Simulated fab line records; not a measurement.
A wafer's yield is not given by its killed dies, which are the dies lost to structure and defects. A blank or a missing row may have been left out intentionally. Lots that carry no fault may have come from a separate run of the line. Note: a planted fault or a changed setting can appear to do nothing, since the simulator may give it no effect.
What tool caused it? ; flow nand-harc ; 6 lots with 18 wafers sampled at 5 steps, on a route of 1302 steps

## WHAT THE GAUGES READ, wafer by wafer
NHARC_A_ONON_D2_THK_MEAS_08: measures by ellipsometry.
lot;measured;on;thk-nm (nm)
L123;day 12 20:22;film-metro-02;1000 1002 1002
L127;day 14 04:23;film-metro-02;985 986 985
L130;day 15 13:32;film-metro-01;1014 1014 1015
L132;day 16 16:08;film-metro-01;975 973 976
L138;day 19 06:55;film-metro-01;992 994 1309
L144;day 21 19:30;film-metro-02;1007 1002 1003

## TOOL THAT RAN EACH LOT (tool first, then ch and the chambers of the sampled wafers, then the start)
lot;NHARC_A_CHANNEL_FILL_D1_ALD_25;NHARC_A_DECK1_JOINT_ETCHBACK_07;NHARC_A_DECK1_JOINT_CMP_13;NHARC_A_ONON_D2_DEP_06
L123;ald-hk-01 ch 0,1,2, day 10 22:06;rie-si-06 ch 2,3, day 11 08:47;cmp-04 ch 1,3, day 11 20:53;pecvd-onon-02 ch 0, day 12 19:54
L127;ald-hk-04 ch 0,2,3, day 12 07:00;rie-si-06 ch 2,3, day 12 17:32;cmp-04 ch 1,2,3, day 13 03:40;pecvd-onon-03 ch 0, day 14 04:04
L130;ald-hk-03 ch 1,2,3, day 13 16:57;rie-si-02 ch 1,2,3, day 14 04:49;cmp-03 ch 0,1,2, day 14 14:57;pecvd-onon-02 ch 0, day 15 13:02
L132;ald-hk-01 ch 2,3, day 14 15:15;rie-si-03 ch 1,2, day 15 02:59;cmp-04 ch 1,3, day 15 16:22;pecvd-onon-04 ch 0, day 16 15:44
L138;ald-hk-03 ch 0,3, day 17 06:00;rie-si-06 ch 1,2,3, day 17 20:50;cmp-03 ch 0,1,3, day 18 07:16;pecvd-onon-04 ch 0, day 19 06:35
L144;ald-hk-03 ch 0,3, day 19 09:55;rie-si-02 ch 0,2, day 19 21:44;cmp-02 ch 0,2,3, day 20 12:01;pecvd-onon-03 ch 0, day 21 19:03
- NHARC_A_CHANNEL_FILL_D1_ALD_25: deposits SiOx, target thk 60 nm, pulse time 10 s, ald cycles 600.
- NHARC_A_DECK1_JOINT_ETCHBACK_07: etches the open film in HBr, target depth 105 nm, time 26.9 s.
- NHARC_A_DECK1_JOINT_CMP_13: polishes, target thk 51.023 nm.
- NHARC_A_ONON_D2_DEP_06: target thk 1000 nm.

## THE ANSWER, worked out from the rows above alone
Rule: the usual values come from the lots themselves. The widest of any qualifying gaps counts: lots, ordered by their means at a reading, are off when they make up no more than a third of the lots, leave a main group of 4 or more, and stand apart from it by 3 or more times the standard deviation of that group's means. If all means in a main group match to the digits the tables above print for the reading, that group is not used. Also off: a lot with no number at a reading for which 4 or more lots have one. All remaining lots with rows at the step are treated as sound.
Off: L138, at NHARC_A_ONON_D2_THK_MEAS_08 (thk-nm). Mean 996 nm and standard deviation 14 in the main group.
A tool fits if, at a process step before that reading, it ran every lot that is off, and no sound lot after the first of them. The gauges at NHARC_A_ONON_D2_THK_MEAS_08 are tried like those tools. Can't be told from this: 4 tools fit, rie-si-06 at NHARC_A_DECK1_JOINT_ETCHBACK_07, cmp-03 at NHARC_A_DECK1_JOINT_CMP_13, pecvd-onon-04 at NHARC_A_ONON_D2_DEP_06, film-metro-01 at NHARC_A_ONON_D2_THK_MEAS_08.

## WHAT WAS PUT IN BY THE SIMULATOR
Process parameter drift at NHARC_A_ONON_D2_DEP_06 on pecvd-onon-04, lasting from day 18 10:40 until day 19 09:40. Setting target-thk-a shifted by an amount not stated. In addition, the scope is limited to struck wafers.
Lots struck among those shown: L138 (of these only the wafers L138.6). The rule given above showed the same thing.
